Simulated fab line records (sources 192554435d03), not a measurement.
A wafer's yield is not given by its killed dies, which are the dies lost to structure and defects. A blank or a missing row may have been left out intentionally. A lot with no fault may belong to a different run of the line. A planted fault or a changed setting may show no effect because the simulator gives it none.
Comparing a struck lot with a sound one    flow n5Finfet    27 out of 1938 route steps
Sound: the wafers L486.3, L486.4, L486.6. Wafers struck: L494.3, L494.4, L494.5. At the end, the cause is stated.
Order at every step that has rows: each side's tool, ch and its chambers, its first start. Under that, the readings that differ: sound wafers    struck wafers    difference of the means    sigmas: that difference in standard deviations of wafers without a fault.
alike: a reading whose means differ by less than 2 such deviations, as well as words and numbers matching on both sides. not compared: withheld readings; readings where some wafer has no value; bounds like >300 that might hide an equal value; numbers whose values overlap and for which the record gives no deviation.
Wherever a step has rows on one side only, a row that says differs or no value, or a row with sigmas, the two part there. Numbers that have no deviation but don't overlap get no sigmas and don't part them. Lack of a reading on every wafer of one side parts them only where that side has two or more wafers.

N5_BEOL_M6_CD_MEAS_11: target cd 38.5 nm.
  sound on cdSem-03 ch 0, day 10 20:53; struck on cdSem-02 ch 0, day 12 19:02
  alike: cdNm
N5_BEOL_M6_OVL_MEAS_12:
  sound on overlay-01 ch 0, day 10 20:55; struck on overlay-01 ch 0, day 12 19:04
  alike: M6_OVL
N5_BEOL_M6_INSPECT_13: inspects for defects (brightfield).
  sound on defectInspect-02, day 10 20:56; struck on defectInspect-01, day 12 19:05
  alike: rawDefectCount
N5_BEOL_M6_DESCUM_16: chemistry O2, time 7.9 s.
  sound on rieDiel-04 ch 0,1,3, day 10 20:59; struck on rieDiel-04 ch 1,3, day 12 19:08
  alike: drypumpMotorCurrentA, oesProductAu, rfVppV, showerheadPlenumPTorr, throttleValvePct
  not compared: rfHoursCounterH
N5_BEOL_M6_ETCH_61: etches SiARC in CF4, target depth 45.5 nm, time 75.8 s.
  sound on rieDiel-04 ch 0,1,3, day 10 21:01; struck on rieDiel-04 ch 1,3, day 12 19:10
  alike: drypumpMotorCurrentA, etchRfOnTimeS, oesProductAu, rfVppV, showerheadPlenumPTorr, throttleValvePct
  not compared: rfHoursCounterH
then, 2 steps without rows for these wafers: N5_BEOL_M6_ETCH_62 (etches SOC in N2/H2, target depth 110 nm, overetch 22 nm, time 165 s); N5_BEOL_M6_STRIP_68 (strips in N2/H2).
N5_BEOL_M6_STRIP_67: strips in CF4.
  sound on rieDiel-04 ch 0,1,3, day 10 21:13; struck on rieDiel-04 ch 1,3, day 12 19:23
  alike: drypumpMotorCurrentA, oesProductAu, rfVppV, showerheadPlenumPTorr, throttleValvePct
  not compared: rfHoursCounterH
then, 1 step without rows for these wafers: N5_BEOL_M6_HM_OPEN_17 (chemistry Cl2/BCl3, target TiN, target depth 20 nm, overetch 6 nm).
N5_BEOL_M6_STRIP_19: strips in O2.
  sound on rieDiel-05 ch 0,2,3, day 10 21:24; struck on rieDiel-05 ch 1,2, day 12 19:32
  alike: drypumpMotorCurrentA, oesProductAu, rfVppV, showerheadPlenumPTorr, throttleValvePct
  not compared: rfHoursCounterH
N5_BEOL_M6_CD_MEAS_18: pitch 80 nm, target cd 40 nm.
  sound on cdSem-03, day 10 21:28; struck on cdSem-01, day 12 19:36
  alike: cdNm
then, 1 step without rows for these wafers: N5_BEOL_M6_COAT_63 (time 60 s, resist thk 60 nm).
N5_BEOL_M6_COAT_64: time 60 s, resist thk 12 nm.
  sound on lithoTrack-05 ch 0, day 10 23:03; struck on lithoTrack-05 ch 0, day 12 21:28
reading             sound                 struck                difference  sigmas
spinSpeedRpm (rpm)  1498.1 1497.8 1499.8  1464.5 1462.9 1460.9  -35.8       -37
  alike: heaterPowerTotalW
then, 7 steps without rows for these wafers: N5_BEOL_M6_COAT_71 (time 60 s, resist thk 5 nm); N5_BEOL_M6_COAT_22 (resist thk 30 nm); N5_BEOL_M6_EBR_24; N5_BEOL_M6_SOFTBAKE_23 (time 60 s); N5_BEOL_M6_EXPOSE_25 (exposes mask V5, target cd 40 nm); N5_BEOL_M6_PEB_26 (peb time 60 s); N5_BEOL_M6_DEVELOP_27 (develop time 30 s).
N5_BEOL_M6_CD_MEAS_28: target cd 40 nm.
  sound on cdSem-01 ch 0, day 10 23:20; struck on cdSem-02 ch 0, day 12 21:53
  alike: cdNm
N5_BEOL_M6_OVL_MEAS_29:
  sound on overlay-01 ch 0, day 10 23:22; struck on overlay-02 ch 0, day 12 21:55
  alike: V5_OVL
N5_BEOL_M6_INSPECT_30: inspects for defects (brightfield).
  sound on defectInspect-02, day 10 23:25; struck on defectInspect-02, day 12 21:58
  alike: rawDefectCount
then, 1 step without rows for these wafers: N5_BEOL_M6_DESCUM_33 (chemistry O2, time 7 s).
N5_BEOL_M6_ETCH_72: etches underlayer in N2/H2, target depth 6.5 nm, time 5.2 s.
  sound on rieDiel-04 ch 0,2,3, day 10 23:29; struck on rieDiel-05 ch 0,1,2, day 12 22:04
  alike: drypumpMotorCurrentA, etchRfOnTimeS, oesProductAu, rfVppV, showerheadPlenumPTorr, throttleValvePct
  not compared: rfHoursCounterH
N5_BEOL_M6_ETCH_65: etches SiARC in CF4, target depth 15.6 nm, time 26 s.
  sound on rieDiel-04 ch 0,2,3, day 10 23:31; struck on rieDiel-05 ch 0,1,2, day 12 22:05
reading                  sound        struck           difference  sigmas
model.etch.depthNm (nm)  12 12.04 12  12.21 12.2 12.2  +0.19       
  alike: drypumpMotorCurrentA, etchRfOnTimeS, oesProductAu, rfVppV, showerheadPlenumPTorr, throttleValvePct
  not compared: rfHoursCounterH
then, 1 step without rows for these wafers: N5_BEOL_M6_ETCH_66 (etches SOC in N2/H2, target depth 80 nm, overetch 16 nm, time 120 s).

## WHERE THEY PART
Only at N5_BEOL_M6_COAT_64, as far as this record shows. Later steps at which nothing parts them and some readings are alike: N5_BEOL_M6_CD_MEAS_28, N5_BEOL_M6_OVL_MEAS_29, N5_BEOL_M6_INSPECT_30, N5_BEOL_M6_ETCH_72, N5_BEOL_M6_ETCH_65.

WHY: what the simulator had put in
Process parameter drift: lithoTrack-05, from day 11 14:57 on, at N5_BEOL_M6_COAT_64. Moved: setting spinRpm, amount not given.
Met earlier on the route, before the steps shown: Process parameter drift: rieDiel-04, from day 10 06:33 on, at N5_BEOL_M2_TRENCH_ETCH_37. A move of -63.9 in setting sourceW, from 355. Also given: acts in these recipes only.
